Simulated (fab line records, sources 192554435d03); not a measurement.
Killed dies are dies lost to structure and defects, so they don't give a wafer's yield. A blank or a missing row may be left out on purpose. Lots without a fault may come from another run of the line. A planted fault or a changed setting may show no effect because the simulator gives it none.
Chamber matching | flow n5_finfet | N5_GATE_CUT_HM_DEP_46 on pecvd-04: 3 sister chambers
The step deposits SiO2 from TEOS/O2, target thk 130 nm, time 26.6 s. 6 wafers are shown with their chamber, then 11 later ones without.

WAFERS WITH THEIR CHAMBER
wafer  | chamber | throttle_valve_pct (%) | showerhead_plenum_p_Torr (Torr)
L080.6 | 1       | 20.8                   | 8.36
L081.6 | 0       | 19.1                   | 8.46
L085.2 | 1       | 20.8                   | 8.35
L085.3 | 2       | 17.5                   | 8.37
L085.6 | 2       | 17.4                   | 8.39
L086.1 | 0       | 19.1                   | 8.47

WAFERS WITHOUT THEIR CHAMBER
wafer  | throttle_valve_pct (%) | showerhead_plenum_p_Torr (Torr)
L086.4 | 18.8                   | 8.45
L086.6 | 20.9                   | 8.37
L090.1 | 17.7                   | 8.38
L090.4 | 20.6                   | 8.35
L090.5 | 19.1                   | 8.48
L096.1 | 18.1                   | 8.38
L096.2 | 20.7                   | 8.39
L096.3 | 18.9                   | 8.45
L095.1 | 19.1                   | 8.45
L095.2 | 20.7                   | 8.37
L095.4 | 17.4                   | 8.38

WHICH CHAMBER EACH WENT THROUGH
wafer  | from the rows above | in truth
L086.4 | 0                   | 0
L086.6 | 1                   | 1
L090.1 | 2                   | 2
L090.4 | 1                   | 1
L090.5 | 0                   | 0
L096.1 | 2                   | 2
L096.2 | 1                   | 1
L096.3 | 0                   | 0
L095.1 | 0                   | 0
L095.2 | 1                   | 1
L095.4 | 2                   | 2
Placed correctly: 11 of 11. Can't be placed from these rows: 0. Placed wrongly: 0.
How it was worked out, from the rows above alone: a wafer's distance from a chamber is the root of the sum, over the readings, of the square of ((its reading less the chamber's mean) divided by the reading's scatter). The wafer belongs to the nearest chamber; if the next one is less than 2 further off, it can't be placed. A chamber's mean is the mean of its shown wafers. The scatter: the root of (the sum of the squares of (reading less its chamber's mean) over the shown wafers, divided by (wafers less chambers)).
